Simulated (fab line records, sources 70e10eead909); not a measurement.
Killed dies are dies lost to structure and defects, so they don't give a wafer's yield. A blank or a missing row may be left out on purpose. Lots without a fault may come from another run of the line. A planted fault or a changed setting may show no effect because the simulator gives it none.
Problem report in the 8D (eight disciplines) form, filled by code | flow nand_harc | the parts of the form that need people (team, actions taken, sign-off) are left out

1. THE PROBLEM
cd_nm at NHARC_A_M0_CD_MEAS_09 reads a mean of 108.6 nm on 3 wafers of 1 lot; wafers without a fault read 79.7 nm with a standard deviation of 0.9. That is +32 standard deviations from the usual mean.
The step: target cd 80 nm.
First seen on wafer L934.1, day 30 02:34, on cd_sem-01. The record holds 39 wafers of 13 lots with a number at this step. Rule for "out", or "out of limits": more than 4 standard deviations from the usual mean. The other wafers with a number count as sound.

2. WHAT IT IS AND WHAT IT IS NOT
question                    | is                     | is not
which readings at this step | cd_nm                  | -
which lots                  | L934                   | L916, L917, L918, L919, L922, L924, L927, L928, L930, L931, L937, L938
which wafers of those lots  | all that have a number | -
read on which gauges        | cd_sem-01              | cd_sem-02, cd_sem-03
when                        | from day 30 02:34      | up to then (30 sound wafers); but 6 sound wafers of L937, L938 came after

3. SUSPECTS, AND WHAT RULES EACH OUT
Counting: a tool at a process step up to the reading stays a suspect if it ran every lot that is out and no sound lot after the first of them.
- the gauge at NHARC_A_M0_CD_MEAS_09: ruled out. All the wafers that are out were read on cd_sem-01, but those of them that NHARC_A_M0_PEB_07 has rows for are out there too, on other tools.
- pvd_sputter-03 at NHARC_A_BLC_PVD_32 (deposits Ti, target thk 5 nm, time 17.7 s): ruled out as a lasting fault. Sound lots L938, L937 ran on it after its first lot that is out, L934 (day 30 01:47). NHARC_A_BLC_PVD_32 gives no start for some lots, so the hours and the order of its lots are those of NHARC_A_BLC_INSPECT_28.
- litho_track-04 at NHARC_A_M0_PEB_07 (peb time 65 s): kept. It ran the lot that is out, L934 (day 30 02:29), and no sound lot after that; its last sound lot up to then is L931 (day 29 03:49). Its own readings are out on those wafers: heater_power_total_W, plate_temp_C.
Left after counting: litho_track-04 at NHARC_A_M0_PEB_07.

4. THE CAUSE (what the simulator had put in)
Process parameter drift: litho_track-04, from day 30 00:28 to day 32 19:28, at NHARC_A_M0_PEB_07. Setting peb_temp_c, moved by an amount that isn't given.
Counting left only this tool.

5. THE CHAIN OF EFFECTS, in route order
Each row: a reading whose mean over the struck wafers that have a number lies more than 3 standard deviations from the usual. Only readings for which the record gives a usual standard deviation are gone through. hours: the time from each lot's start at the first step in this table that gives one to its start at this step, as a median over the lots. sigmas: the change in usual standard deviations.
hours | step                  | reading              | usual    | on struck wafers | change | sigmas
0     | NHARC_A_M0_PEB_07     | heater_power_total_W | 156.6 W  | 177.7            | +21.1  | +50
0     | NHARC_A_M0_PEB_07     | plate_temp_C         | 100.00 C | 109.69           | +9.69  | +69
0     | NHARC_A_M0_CD_MEAS_09 | cd_nm                | 79.7 nm  | 108.6            | +28.9  | +32
The process steps in it:
- NHARC_A_M0_PEB_07: peb time 65 s.
Later measuring or inspecting steps at which every struck wafer that the step has a row for has a number for every such reading, and none has moved that far: NHARC_A_M0_INSPECT_11.

6. WHAT WOULD HAVE CAUGHT IT SOONER
In this record the first reading out of limits at a measuring or inspecting step was taken at day 30 02:34, 2 hours after the fault began at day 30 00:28.
The tool's own readings at NHARC_A_M0_PEB_07 were out on every struck wafer that the step has a row for (heater_power_total_W, plate_temp_C): an alarm limit on them would have fired on the first of those.
All the lots that are out (1) had begun NHARC_A_M0_PEB_07 on litho_track-04 by day 30 02:34. A hold on the tool at that time would have spared none of them.
